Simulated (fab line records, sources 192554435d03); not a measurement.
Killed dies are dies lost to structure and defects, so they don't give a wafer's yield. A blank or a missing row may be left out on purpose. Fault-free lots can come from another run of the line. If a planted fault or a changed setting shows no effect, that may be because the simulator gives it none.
Which tool was responsible? + flow n5 finfet + 38 wafers from 14 lots sampled at 2 of the route's 1938 steps

## WHAT THE GAUGES SHOWED, per wafer
N5_BEOL_M5_OVL_MEAS_12.
| lot  | measured     | on         | M5_OVL (nm)    |
|------|--------------|------------|----------------|
| L923 | day 7 15:31  | overlay-01 | 1.5 0.2        |
| L925 | day 7 21:10  | overlay-02 | 0.3 0.2        |
| L929 | day 9 04:05  | overlay-01 | -0.2 0.6 -0.5  |
| L930 | day 9 14:47  | overlay-01 | -0.3 1.8 0.9   |
| L932 | day 9 17:22  | overlay-01 | 0.7 -0.7 0.4   |
| L931 | day 9 20:23  | overlay-01 | 0.2 0.1        |
| L934 | day 10 09:02 | overlay-01 | -0.4 -0.5 -0.4 |
| L940 | day 11 18:23 | overlay-02 | 1.9 1.8 0.7    |
| L941 | day 12 00:29 | overlay-01 | -0.3 -0.5 -0.8 |
| L942 | day 12 07:52 | overlay-01 | -1.0 -1.4 0.2  |
| L943 | day 12 11:38 | overlay-01 | 1.5 0.6 0.8    |
| L944 | day 12 19:48 | overlay-02 | 1.9 1.1        |
| L945 | day 13 10:26 | overlay-02 | -0.2 0.5 -0.3  |
| L946 | day 14 00:44 | overlay-02 | -0.7 1.0 0.9   |

N5_BEOL_M5_INSPECT_13: inspects for defects (brightfield).
| lot  | measured     | on                | raw defect count |
|------|--------------|-------------------|------------------|
| L923 | day 7 15:34  | defect inspect-01 | 325 402          |
| L925 | day 7 21:13  | defect inspect-01 | 533 422          |
| L929 | day 9 04:08  | defect inspect-02 | 353 343 241      |
| L930 | day 9 14:50  | defect inspect-01 | 333 361 387      |
| L932 | day 9 17:25  | defect inspect-02 | 758 389 356      |
| L931 | day 9 20:27  | defect inspect-01 | 507 396          |
| L934 | day 10 09:05 | defect inspect-01 | 329 374 317      |
| L940 | day 11 18:26 | defect inspect-01 | 378 273 363      |
| L941 | day 12 00:32 | defect inspect-01 | 360 367 387      |
| L942 | day 12 07:55 | defect inspect-02 | 424 478 345      |
| L943 | day 12 11:41 | defect inspect-01 | 357 585 445      |
| L944 | day 12 19:51 | defect inspect-01 | 262 262          |
| L945 | day 13 10:29 | defect inspect-02 | 358 468 486      |
| L946 | day 14 00:47 | defect inspect-01 | 268 352 302      |

## WHAT TOOL EACH LOT RAN ON (gives the tool, then ch and the chambers of the sampled wafers, and finally the start)
No process step before these readings appears in the record.

## WHAT THE TOOLS THEMSELVES READ (means of the sampled wafers that have a number; where no wafer has one, the mark that the record gives instead)
The record holds no such reading with a usual standard deviation.

## THE ANSWER, worked out from the rows above alone
Rule: the lots themselves supply what counts as usual. Put in order of their means at a reading, lots are off if they are a third of the lots or fewer, leave a main group of 4 or more, and stand apart from it by a gap of 3 or more times the standard deviation of the main group's means; of several such gaps the widest counts. The tables above print the reading to a certain number of digits; a main group whose means all agree to those digits is not used. A lot without any number at a reading at which 4 lots or more have one is off too. Any other lot the step has rows for is counted as sound. First the gauges in route order, then the tools' own readings, where a lot's mean is used as printed above. The first step at which some lot is off is used, and at that step the reading that is off furthest; a lot without a number counts as furthest.
None of the lots is off at any reading shown; this tells nothing.

## WHAT THE SIMULATOR PUT IN
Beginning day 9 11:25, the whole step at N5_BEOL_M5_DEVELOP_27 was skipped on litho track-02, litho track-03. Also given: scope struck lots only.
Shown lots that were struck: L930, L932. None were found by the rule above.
